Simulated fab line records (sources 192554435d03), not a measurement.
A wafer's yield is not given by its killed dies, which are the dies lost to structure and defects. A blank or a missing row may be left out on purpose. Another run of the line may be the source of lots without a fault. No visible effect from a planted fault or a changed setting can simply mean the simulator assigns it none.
Chamber matching / flow n5_finfet / rie_diel-01 running N5_BEOL_M14_ETCH_59: 4 sister chambers
The step etches BARC in N2/H2, target depth 89 nm, overetch 26.7 nm, time 67.9 s. 16 wafers are shown with their chamber, then 8 later ones without.

== WAFERS PAIRED WITH THEIR CHAMBERS ==
wafer=L074.1; chamber=2; throttle_valve_pct (%)=17.47; drypump_motor_current_A (A)=6.4; oes_product_au (a.u.)=0.78
wafer=L074.2; chamber=1; throttle_valve_pct (%)=17.85; drypump_motor_current_A (A)=5.8; oes_product_au (a.u.)=0.77
wafer=L074.3; chamber=0; throttle_valve_pct (%)=18.24; drypump_motor_current_A (A)=5.9; oes_product_au (a.u.)=0.61
wafer=L076.2; chamber=0; throttle_valve_pct (%)=18.26; drypump_motor_current_A (A)=5.9; oes_product_au (a.u.)=0.60
wafer=L076.5; chamber=2; throttle_valve_pct (%)=17.46; drypump_motor_current_A (A)=6.5; oes_product_au (a.u.)=0.77
wafer=L076.6; chamber=1; throttle_valve_pct (%)=17.87; drypump_motor_current_A (A)=5.8; oes_product_au (a.u.)=0.76
wafer=L080.2; chamber=1; throttle_valve_pct (%)=17.86; drypump_motor_current_A (A)=5.8; oes_product_au (a.u.)=0.76
wafer=L080.3; chamber=2; throttle_valve_pct (%)=17.47; drypump_motor_current_A (A)=6.5; oes_product_au (a.u.)=0.75
wafer=L080.6; chamber=0; throttle_valve_pct (%)=18.27; drypump_motor_current_A (A)=5.9; oes_product_au (a.u.)=0.60
wafer=L082.2; chamber=1; throttle_valve_pct (%)=17.86; drypump_motor_current_A (A)=5.8; oes_product_au (a.u.)=0.75
wafer=L082.3; chamber=0; throttle_valve_pct (%)=18.28; drypump_motor_current_A (A)=5.9; oes_product_au (a.u.)=0.60
wafer=L082.6; chamber=2; throttle_valve_pct (%)=17.47; drypump_motor_current_A (A)=6.4; oes_product_au (a.u.)=0.75
wafer=L083.3; chamber=1; throttle_valve_pct (%)=17.87; drypump_motor_current_A (A)=5.8; oes_product_au (a.u.)=0.75
wafer=L083.4; chamber=2; throttle_valve_pct (%)=17.50; drypump_motor_current_A (A)=6.5; oes_product_au (a.u.)=0.76
wafer=L083.5; chamber=1; throttle_valve_pct (%)=17.88; drypump_motor_current_A (A)=5.8; oes_product_au (a.u.)=0.75
wafer=L087.4; chamber=3; throttle_valve_pct (%)=18.40; drypump_motor_current_A (A)=5.6; oes_product_au (a.u.)=0.65

SIGNATURES (means of the wafers above)
reading=throttle_valve_pct; chamber 0=18.2625; chamber 1=17.8650; chamber 2=17.4740; chamber 3=18.4000; scatter within a chamber=0.014
reading=drypump_motor_current_A; chamber 0=5.900; chamber 1=5.800; chamber 2=6.460; chamber 3=5.600; scatter within a chamber=0.0316
reading=oes_product_au; chamber 0=0.6025; chamber 1=0.7567; chamber 2=0.7620; chamber 3=0.6500; scatter within a chamber=0.00952
Rule: a wafer's distance from a chamber is the root of the sum, over the readings, of the square of ((its reading less the chamber's mean) divided by the reading's scatter). If the next closest chamber is less than 2 further off than the closest, the wafer can't be placed; otherwise it belongs to the closest. The scatter is the square root of a quotient: the sum, over the shown wafers, of each reading's squared deviation from its chamber's mean, divided by wafers minus chambers.

== WAFERS WITHOUT THEIR CHAMBER ==
wafer=L087.5; throttle_valve_pct (%)=18.40; drypump_motor_current_A (A)=5.6; oes_product_au (a.u.)=0.64
wafer=L087.6; throttle_valve_pct (%)=17.51; drypump_motor_current_A (A)=6.5; oes_product_au (a.u.)=0.74
wafer=L094.4; throttle_valve_pct (%)=17.90; drypump_motor_current_A (A)=5.9; oes_product_au (a.u.)=0.79
wafer=L094.5; throttle_valve_pct (%)=17.91; drypump_motor_current_A (A)=5.8; oes_product_au (a.u.)=0.72
wafer=L094.6; throttle_valve_pct (%)=17.54; drypump_motor_current_A (A)=6.5; oes_product_au (a.u.)=0.71
wafer=L096.1; throttle_valve_pct (%)=18.44; drypump_motor_current_A (A)=5.6; oes_product_au (a.u.)=0.63
wafer=L096.2; throttle_valve_pct (%)=17.56; drypump_motor_current_A (A)=6.5; oes_product_au (a.u.)=0.71
wafer=L096.3; throttle_valve_pct (%)=17.94; drypump_motor_current_A (A)=5.8; oes_product_au (a.u.)=0.71

== THE CHAMBER EACH PASSED THROUGH ==
wafer=L087.5; from the rows above=3; in truth=3
wafer=L087.6; from the rows above=2; in truth=2
wafer=L094.4; from the rows above=1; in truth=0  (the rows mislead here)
wafer=L094.5; from the rows above=1; in truth=1
wafer=L094.6; from the rows above=2; in truth=2
wafer=L096.1; from the rows above=3; in truth=3
wafer=L096.2; from the rows above=2; in truth=2
wafer=L096.3; from the rows above=1; in truth=1
Correct placement for 7 of the 8. Can't be placed from these rows: 0. 1 placed wrongly.
